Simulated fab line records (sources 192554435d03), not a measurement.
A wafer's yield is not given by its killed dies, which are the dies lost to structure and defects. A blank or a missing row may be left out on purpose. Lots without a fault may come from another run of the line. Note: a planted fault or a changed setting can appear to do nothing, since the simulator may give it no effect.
Which tool did it?    flow n5_finfet    24 lots, 72 wafers sampled, at 3 steps of a route of 1938

== WHAT THE GAUGES SHOWED, per wafer ==
N5_BEOL_M5_CD_MEAS_18: pitch 56 nm, target cd 28 nm. Usual: cd_nm 28.0 nm, standard deviation 0.46.
lot   measured      on         cd_nm (nm)      flag
L074  day 7 23:37   cd_sem-03  28.0 28.6 28.0  
L075  day 8 01:46   cd_sem-01  28.0 27.6 27.9  
L077  day 9 00:41   cd_sem-01  28.4 28.0 27.8  
L076  day 9 12:02   cd_sem-02  27.4 28.1 27.8  
L078  day 9 18:24   cd_sem-03  28.2 28.3 28.1  
L079  day 10 04:50  cd_sem-01  27.9 28.0 27.4  
L080  day 10 15:27  cd_sem-01  28.2 28.6 28.2  
L082  day 10 17:25  cd_sem-03  28.2 28.1 27.4  
L081  day 10 19:31  cd_sem-01  28.3 27.9 28.4  
L083  day 10 23:39  cd_sem-02  28.3 27.8 28.1  
L084  day 11 06:29  cd_sem-03  27.7 28.5 28.9  
L086  day 11 13:25  cd_sem-02  27.3 27.4 27.7  
L085  day 11 15:02  cd_sem-01  27.9 28.0 27.5  
L088  day 11 20:23  cd_sem-02  27.9 27.9 28.5  
L087  day 12 03:21  cd_sem-01  28.4 28.8 28.2  
L090  day 12 06:34  cd_sem-01  27.5 27.7 28.0  
L089  day 12 15:07  cd_sem-02  28.4 28.6 28.1  
L091  day 12 23:25  cd_sem-03  28.2 27.9 28.0  
L092  day 13 02:10  cd_sem-03  27.5 28.9 27.6  
L093  day 13 09:25  cd_sem-03  28.2 28.0 28.5  
L094  day 13 14:29  cd_sem-03  27.3 28.3 28.0  
L095  day 14 08:17  cd_sem-01  28.8 28.4 29.0  
L096  day 14 09:45  cd_sem-02  29.1 27.9 27.9  
L097  day 14 10:23  cd_sem-03  27.4 27.7 28.1  

N5_BEOL_M5_CD_MEAS_28: target cd 30.6 nm, target cd y 20 nm. Usual: cd_nm 30.60 nm, standard deviation 0.22.
lot   measured      on         cd_nm (nm)         flag
L074  day 8 00:25   cd_sem-01  30.77 30.75 30.45  
L075  day 8 08:59   cd_sem-01  30.49 30.63 30.65  
L077  day 9 01:23   cd_sem-02  30.25 30.51 30.23  
L076  day 9 12:55   cd_sem-01  30.15 30.40 30.76  
L078  day 9 20:01   cd_sem-01  30.66 30.67 30.84  
L079  day 10 06:59  cd_sem-02  30.49 30.21 30.34  
L080  day 10 15:46  cd_sem-03  30.42 30.88 30.60  
L082  day 10 17:51  cd_sem-03  30.65 30.39 30.50  
L081  day 10 22:02  cd_sem-03  30.47 30.63 30.82  
L083  day 11 04:42  cd_sem-01  30.36 30.63 30.49  
L084  day 11 07:56  cd_sem-02  30.61 31.05 30.70  
L086  day 11 13:59  cd_sem-02  31.03 31.09 30.87  
L085  day 11 15:23  cd_sem-01  30.67 31.04 30.70  
L088  day 11 20:56  cd_sem-03  30.28 30.37 30.35  
L087  day 12 04:10  cd_sem-01  30.53 30.61 30.76  
L090  day 12 09:41  cd_sem-01  30.88 30.39 30.53  
L089  day 12 16:01  cd_sem-03  30.85 30.61 30.51  
L091  day 12 23:53  cd_sem-03  30.79 31.00 30.56  
L092  day 13 03:25  cd_sem-03  30.46 30.90 30.36  
L093  day 13 12:19  cd_sem-03  30.67 30.58 30.68  
L094  day 13 17:42  cd_sem-01  30.94 30.77 30.75  
L095  day 14 08:37  cd_sem-03  30.82 30.62 30.28  
L096  day 14 11:01  cd_sem-02  30.54 30.55 30.66  
L097  day 14 10:50  cd_sem-03  30.68 30.92 30.56  

N5_BEOL_M5_OVL_MEAS_29. Usual: V4_OVL gives 0.8 nm (standard deviation 0.78).
lot   measured      on          V4_OVL (nm)    flag
L074  day 8 00:27   overlay-02  0.1 -1.2 0.3   
L075  day 8 09:02   overlay-01  2.1 1.0 1.4    
L077  day 9 01:26   overlay-01  -0.1 1.1 0.6   
L076  day 9 12:58   overlay-02  1.8 -0.4 1.5   
L078  day 9 20:03   overlay-02  0.9 2.0 2.6    
L079  day 10 07:01  overlay-01  0.8 0.3 -0.3   
L080  day 10 15:47  overlay-01  -0.4 -0.1 0.3  
L082  day 10 17:53  overlay-02  0.8 0.9 1.1    
L081  day 10 22:04  overlay-01  0.4 0.4 0.8    
L083  day 11 04:44  overlay-01  0.3 1.0 0.4    
L084  day 11 07:58  overlay-02  0.2 0.9 0.8    
L086  day 11 14:02  overlay-02  0.9 0.2 1.8    
L085  day 11 15:25  overlay-02  1.1 0.9 1.3    
L088  day 11 20:59  overlay-01  1.0 0.9 2.2    
L087  day 12 04:13  overlay-01  -1.3 0.5 0.0   
L090  day 12 09:43  overlay-02  0.3 0.3 1.7    
L089  day 12 16:02  overlay-01  1.2 2.8 2.3    
L091  day 12 23:56  overlay-01  1.4 0.7 0.2    
L092  day 13 03:28  overlay-02  0.6 0.9 -0.1   
L093  day 13 12:22  overlay-02  0.2 0.8 0.5    
L094  day 13 17:44  overlay-02  -0.2 -0.6 0.4  
L095  day 14 08:38  overlay-01  0.6 0.7 1.3    
L096  day 14 11:03  overlay-01  0.5 1.2 1.3    
L097  day 14 10:52  overlay-01  1.1 0.3 1.5    

== EACH LOT AND THE TOOL THAT RAN IT (in order: tool; ch and the chambers of the sampled wafers; start) ==
The record holds no process step before these readings.

== AS READ BY THE TOOLS THEMSELVES (means over the sampled wafers that have a number; for cases with no such wafer, the mark the record gives instead) ==
The record holds no such reading with a usual standard deviation.

== THE ANSWER, worked out from the rows above alone ==
Rule: take the mean of a lot's wafers that have a number; if it is more than 3 standard deviations from the usual mean, the lot is off. A lot without any number at a reading at which 4 lots or more have one is off too. Any other lot the step has rows for is counted as sound. Order of review: gauges by route order, followed by the tools' own readings, for which a lot's mean as printed above is used. At the first step where some lot is off, the reading lying furthest off is the one used; lots without a number count as furthest.
No lot is off on any of the readings shown, so nothing can be concluded from this.

== WHAT THE SIMULATOR PUT IN ==
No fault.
